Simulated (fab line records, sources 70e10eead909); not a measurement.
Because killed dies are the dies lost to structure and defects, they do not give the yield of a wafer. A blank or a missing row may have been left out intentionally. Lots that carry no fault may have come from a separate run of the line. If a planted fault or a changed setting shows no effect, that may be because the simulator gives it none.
Which tool was responsible? ; flow nand-harc ; 14 lots with 41 wafers sampled at 5 steps, on a route of 1159 steps

WHAT EACH GAUGE READ, for each wafer
NHARC_A_ONON_D1_THK_MEAS_11: measures by ellipsometry. Usual: thk-nm 1004 nm, standard deviation 12.
lot;measured;on;thk-nm (nm);flag
L686;day 7 12:25;film-metro-02;976 977 977;
L688;day 8 08:17;film-metro-02;998 999 995;
L689;day 8 08:18;film-metro-02;1012 1011 1011;
L687;day 8 08:18;film-metro-01;1010 1010 1010;
L691;day 8 18:47;film-metro-01;1016 1018 1017;
L690;day 8 19:01;film-metro-02;999 1001 998;
L692;day 9 11:17;film-metro-01;995 995 994;
L693;day 9 18:08;film-metro-02;995 995 995;
L696;day 10 05:29;film-metro-02;991 991 990;
L697;day 11 03:58;film-metro-01;993 991 994;
L702;day 11 22:07;film-metro-02;1016 1013;
L705;day 12 17:09;film-metro-02;1016 1016 1018;
L706;day 13 02:33;film-metro-02;1003 1002 1002;
L707;day 13 02:40;film-metro-01;1017 1019 1015;

NHARC_A_ONON_D1_THK_MEAS_24: measures by ellipsometry. Usual: thk-nm 1002 nm, standard deviation 9.4.
lot;measured;on;thk-nm (nm);flag
L686;day 7 21:13;film-metro-02;1002 998 998;
L688;day 8 17:23;film-metro-01;1010 1009 1010;
L689;day 8 17:23;film-metro-02;1001 1003 1002;
L687;day 8 17:08;film-metro-01;1012 1013 1013;
L691;day 9 07:07;film-metro-01;991 994 994;
L690;day 9 07:08;film-metro-01;1007 1007 1007;
L692;day 9 20:08;film-metro-02;1007 1009 1008;
L693;day 10 02:56;film-metro-02;990 989 989;
L696;day 10 14:15;film-metro-02;1021 1019 1019;
L697;day 11 14:47;film-metro-01;1002 1003 1003;
L702;day 12 07:01;film-metro-02;1001 1760;OFF
L705;day 13 02:53;film-metro-01;991 991 991;
L706;day 13 12:29;film-metro-02;994 1751 995;OFF
L707;day 13 12:28;film-metro-01;1009 1009 1010;

NHARC_END_SORT_01. Usual: killed-at-array 26, standard deviation 9; killed-at-other 0.8, standard deviation 1.2; killed-at-periphery 3.2, standard deviation 2.3; killed-dies 30, standard deviation 9.1; killed-open 3.5, standard deviation 2; killed-short 1.8, standard deviation 1.4.
lot;measured;on;killed-at-array;killed-at-other;killed-at-periphery;killed-dies;killed-open;killed-short;flag
L696;day 21 11:22;prober-02;39 22;1 0;1 0;41 22;4 2;0 1;
L702;day 23 16:22;prober-01;35 671;0 1;1 5;36 677;2 5;1 0;OFF
L706;day 24 23:45;prober-02;35 675 34;1 0 0;2 2 1;38 677 35;2 3 3;1 0 1;OFF

EACH LOT AND THE TOOL THAT RAN IT (in order: tool; ch and the chambers of the sampled wafers; start)
lot;NHARC_A_ONON_D1_DEP_22;NHARC_A_ONON_D1_DEP_33
L686;pecvd-onon-01 ch 0, day 7 20:43;pecvd-03 ch 0,1,2, day 7 22:43
L688;pecvd-onon-03 ch 0, day 8 16:56;pecvd-02 ch 1,2, day 8 18:46
L689;pecvd-onon-02 ch 0, day 8 16:53;pecvd-01 ch 0,1, day 8 18:38
L687;pecvd-onon-01 ch 0, day 8 16:40;pecvd-02 ch 0,2, day 8 18:22
L691;pecvd-onon-02 ch 0, day 9 06:38;pecvd-02 ch 0,2, day 9 08:24
L690;pecvd-onon-03 ch 0, day 9 06:40;pecvd-03 ch 0,1,2, day 9 08:21
L692;pecvd-onon-01 ch 0, day 9 19:38;pecvd-02 ch 0,1, day 9 21:23
L693;pecvd-onon-02 ch 0, day 10 02:29;pecvd-01 ch 0,2, day 10 04:24
L696;pecvd-onon-03 ch 0, day 10 13:44;pecvd-03 ch 1,2, day 10 15:29
L697;pecvd-onon-01 ch 0, day 11 14:17;pecvd-01 ch 0,1, day 11 15:59
L702;pecvd-onon-03 ch 0, day 12 06:38;pecvd-01 ch 1,2, day 12 08:15
L705;pecvd-onon-01 ch 0, day 13 02:22;pecvd-01 ch 0,1,2, day 13 04:04
L706;pecvd-onon-03 ch 0, day 13 11:59;pecvd-02 ch 0,1,2, day 13 13:43
L707;pecvd-onon-01 ch 0, day 13 11:58;pecvd-01 ch 0,1,2, day 13 13:42
- NHARC_A_ONON_D1_DEP_22: target thk 1000 nm.
- NHARC_A_ONON_D1_DEP_33: deposits SiO2, target thk 200 nm.

AS READ BY THE TOOLS THEMSELVES (means over the sampled wafers that have a number; for cases with no such wafer, the mark the record gives instead)
NHARC_A_ONON_D1_DEP_22. Usual: n2-flow-sccm 2750 sccm, standard deviation 8.5.
lot;tool;n2-flow-sccm (sccm);flag
L686;pecvd-onon-01;2749;
L688;pecvd-onon-03;2753;
L689;pecvd-onon-02;2742;
L687;pecvd-onon-01;2753;
L691;pecvd-onon-02;2749;
L690;pecvd-onon-03;2750;
L692;pecvd-onon-01;2750;
L693;pecvd-onon-02;2755;
L696;pecvd-onon-03;2749;
L697;pecvd-onon-01;2747;
L702;pecvd-onon-03;2740;
L705;pecvd-onon-01;2753;
L706;pecvd-onon-03;2747;
L707;pecvd-onon-01;2749;

NHARC_A_ONON_D1_DEP_33. Usual: heater-power-outer-w 315 W, standard deviation 56; heater-power-w 564 W, standard deviation 66; throttle-valve-pct 15.9 %, standard deviation 0.65.
lot;tool;heater-power-outer-w (W);heater-power-w (W);throttle-valve-pct (%);flag
L686;pecvd-03;317;584;15.8;
L688;pecvd-02;325;531;15.5;
L689;pecvd-01;271;518;16.6;
L687;pecvd-02;311;544;15.6;
L691;pecvd-02;397;647;15.6;
L690;pecvd-03;282;542;16.0;
L692;pecvd-02;380;605;15.4;
L693;pecvd-01;235;466;16.8;
L696;pecvd-03;328;599;16.4;
L697;pecvd-01;297;542;16.6;
L702;pecvd-01;309;594;15.4;
L705;pecvd-01;293;550;15.9;
L706;pecvd-02;364;595;15.4;
L707;pecvd-01;295;541;16.0;

THE ANSWER, worked out from the rows above alone
Rule: a lot is off if the mean of its wafers that have a number lies more than 3 standard deviations from the usual mean. Also off: a lot with no number at a reading for which 4 or more lots have one. Any other lot the step has rows for is counted as sound. The gauges are gone through in route order, then the tools' own readings, and for those a lot's mean is taken as printed above. At the first step where some lot is off, the reading lying furthest off is the one used; lots without a number count as furthest.
Off, at NHARC_A_ONON_D1_THK_MEAS_24 on thk-nm: L702, L706.
If a tool, at a process step before that reading, ran all the lots that are off and no sound lot after the first of them, it fits. The gauges at NHARC_A_ONON_D1_THK_MEAS_24 aren't tried: what is off there is off at NHARC_END_SORT_01 too, on other tools, and a gauge's error can't cause that. One fits: NHARC_A_ONON_D1_DEP_22 on pecvd-onon-03. A fault onset in the window from L696 (day 10 13:44, its last sound lot) to L702 (day 12 06:38, its first lot off) fits.

WHAT THE SIMULATOR HAD PUT IN
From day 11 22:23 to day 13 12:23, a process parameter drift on pecvd-onon-03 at NHARC_A_ONON_D1_DEP_22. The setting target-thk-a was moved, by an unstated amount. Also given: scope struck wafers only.
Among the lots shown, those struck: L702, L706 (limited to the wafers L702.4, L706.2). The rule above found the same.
